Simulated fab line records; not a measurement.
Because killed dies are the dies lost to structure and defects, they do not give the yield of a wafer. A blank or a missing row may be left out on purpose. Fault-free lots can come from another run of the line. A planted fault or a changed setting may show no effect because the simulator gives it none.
Comparing a struck lot with a sound one | flow n5_finfet | 16 out of 1938 route steps
Sound: these wafers, L716.1, L716.2, L716.5. Struck: wafer L709.5 (left out: L709.3, L709.6 of the same lot, which were not struck); the cause appears at the end.
Order at every step that has rows: each side's tool, ch and its chambers, its first start. Under that, the readings that differ: sound wafers | struck wafers | difference of the means | sigmas: that difference in standard deviations of wafers without a fault.
alike: readings whose means differ by less than 2 such deviations, and words and numbers that are the same on both sides. not compared: withheld readings, readings that some wafer has no value for, bounds like >300 that may hide the same value, and numbers for which the record gives no deviation and whose values overlap.
The two part at a step that has a row with sigmas, a row that says differs or no value, or rows on one side only. Numbers that have no deviation but don't overlap get no sigmas and don't part them. A reading missing from all wafers of one side parts the sides only when that side holds two or more wafers.

first, 8 steps without rows for these wafers: N5_FIN_SAQP_COAT_49 (time 60 s, resist thk 100 nm); N5_FIN_SAQP_COAT_50 (time 60 s, resist thk 35 nm); N5_FIN_SAQP_COAT_10 (resist thk 90 nm); N5_FIN_SAQP_EBR_12; N5_FIN_SAQP_SOFTBAKE_11 (time 60 s); N5_FIN_SAQP_EXPOSE_13 (exposes mask FIN CORE, target cd 35.6 nm); N5_FIN_SAQP_PEB_14 (peb time 60 s); N5_FIN_SAQP_DEVELOP_15 (develop time 30 s).
N5_FIN_SAQP_CD_MEAS_16: the cd target is 35.6 nm.
  sound on cd_sem-03 ch 0, day 4 22:10; struck on cd_sem-02 ch 0, day 3 03:47
  alike: cd_nm
N5_FIN_SAQP_OVL_MEAS_17:
  sound on overlay-01 ch 0, day 4 22:13; struck on overlay-01 ch 0, day 3 03:50
  alike: FIN_CORE_OVL
N5_FIN_SAQP_INSPECT_18: inspects for defects (brightfield).
  sound on defect_inspect-01, day 4 22:14; struck on defect_inspect-02, day 3 03:51
  alike: raw_defect_count
N5_FIN_SAQP_DESCUM_21: chemistry O2, time 7.9 s.
  sound on rie_diel-02 ch 0,2,3, day 4 22:16; struck on rie_diel-01 ch 2, day 3 03:53
  alike: drypump_motor_current_A, oes_product_au, rf_vpp_V, showerhead_plenum_p_Torr, throttle_valve_pct
  not compared: rf_hours_counter_h
N5_FIN_SAQP_ETCH_51: etches SiARC in CF4, target depth 45.5 nm, time 75.8 s.
  sound on rie_diel-02 ch 0,2,3, day 4 22:18; struck on rie_diel-01 ch 2, day 3 03:55
  reading               | sound          | struck | difference | sigmas
  etch_rf_on_time_s (s) | 75.7 73.3 76.2 | 50.6   | -24.5      | -12
  alike: cf4_flow_sccm, drypump_motor_current_A, oes_product_au, rf_vpp_V, showerhead_plenum_p_Torr, throttle_valve_pct
  not compared: rf_hours_counter_h
N5_FIN_SAQP_ETCH_52: etches SOC in N2/H2, target depth 100 nm, overetch 20 nm, time 150 s.
  sound on rie_diel-02 ch 0,2,3, day 4 22:22; struck on rie_diel-01 ch 2, day 3 03:59
  alike: drypump_motor_current_A, oes_product_au, rf_vpp_V, showerhead_plenum_p_Torr, throttle_valve_pct
  not compared: rf_hours_counter_h
-- a jump in the record: the struck wafers' starts before and after are 6 days apart (it breaks off in module FIN_SAQP and resumes in module BEOL_M4, where the first step shown is number 1111 of the route) --
N5_BEOL_M4_RC_MEAS_101:
  sound on prober-02 ch 0, day 11 00:19; struck on prober-01 ch 0, day 8 18:04
  alike: DIBL_N, DIBL_P, IOFF_N, IOFF_P, ION_N, ION_P, SS_N, SS_P, VT_N, VT_P
N5_PASSIVATION_PROBE_49:
  the record holds rows for the sound wafers here (prober-02, day 15 20:30) but none for the struck ones

== WHERE THEY PART ==
Earliest at N5_FIN_SAQP_ETCH_51; latest, in this record, at N5_PASSIVATION_PROBE_49.

WHY: what the simulator had put in
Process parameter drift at N5_FIN_SAQP_ETCH_51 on rie_diel-01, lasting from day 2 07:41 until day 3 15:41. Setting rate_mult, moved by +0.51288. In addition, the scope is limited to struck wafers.
